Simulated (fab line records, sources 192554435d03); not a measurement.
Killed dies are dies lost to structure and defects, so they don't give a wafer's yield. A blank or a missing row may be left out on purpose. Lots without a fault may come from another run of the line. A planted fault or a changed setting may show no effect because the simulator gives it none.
Chamber matching | flow n5_finfet | N5_BEOL_M13_ILD_DEP_00 on pecvd-03: 3 sister chambers
The step deposits SiOC from DEMS/O2, target thk 837.92 nm, time 166.4 s. 6 wafers are shown with their chamber, then 9 later ones without.

WAFERS WITH THEIR CHAMBER
wafer  | chamber | throttle_valve_pct (%) | showerhead_plenum_p_Torr (Torr)
L087.3 | 2       | 11.1                   | 5.720
L090.4 | 1       | 12.4                   | 5.695
L090.6 | 2       | 11.2                   | 5.711
L088.1 | 0       | 12.6                   | 5.697
L088.2 | 1       | 12.3                   | 5.704
L088.4 | 0       | 12.5                   | 5.704

WAFERS WITHOUT THEIR CHAMBER
wafer  | throttle_valve_pct (%) | showerhead_plenum_p_Torr (Torr)
L094.1 | 12.9                   | 5.707
L094.3 | 12.2                   | 5.719
L094.5 | 12.1                   | 5.696
L095.3 | 12.4                   | 5.696
L095.4 | 11.2                   | 5.717
L095.5 | 12.4                   | 5.702
L096.3 | 10.8                   | 5.711
L096.5 | 10.8                   | 5.697
L096.6 | 12.7                   | 5.699

WHICH CHAMBER EACH WENT THROUGH
wafer  | from the rows above     | in truth
L094.1 | 0                       | 0
L094.3 | can't be placed: 1 or 0 | 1
L094.5 | 1                       | 1
L095.3 | can't be placed: 1 or 0 | 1
L095.4 | 2                       | 2
L095.5 | can't be placed: 1 or 0 | 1
L096.3 | 2                       | 2
L096.5 | 2                       | 2
L096.6 | 0                       | 0
Placed correctly: 6 of 9. Can't be placed from these rows: 3 (the true chamber is among the candidates in 3). Placed wrongly: 0.
How it was worked out, from the rows above alone: a wafer's distance from a chamber is the root of the sum, over the readings, of the square of ((its reading less the chamber's mean) divided by the reading's scatter). The wafer belongs to the nearest chamber; if the next one is less than 2 further off, it can't be placed. A chamber's mean is the mean of its shown wafers. The scatter: the root of (the sum of the squares of (reading less its chamber's mean) over the shown wafers, divided by (wafers less chambers)).
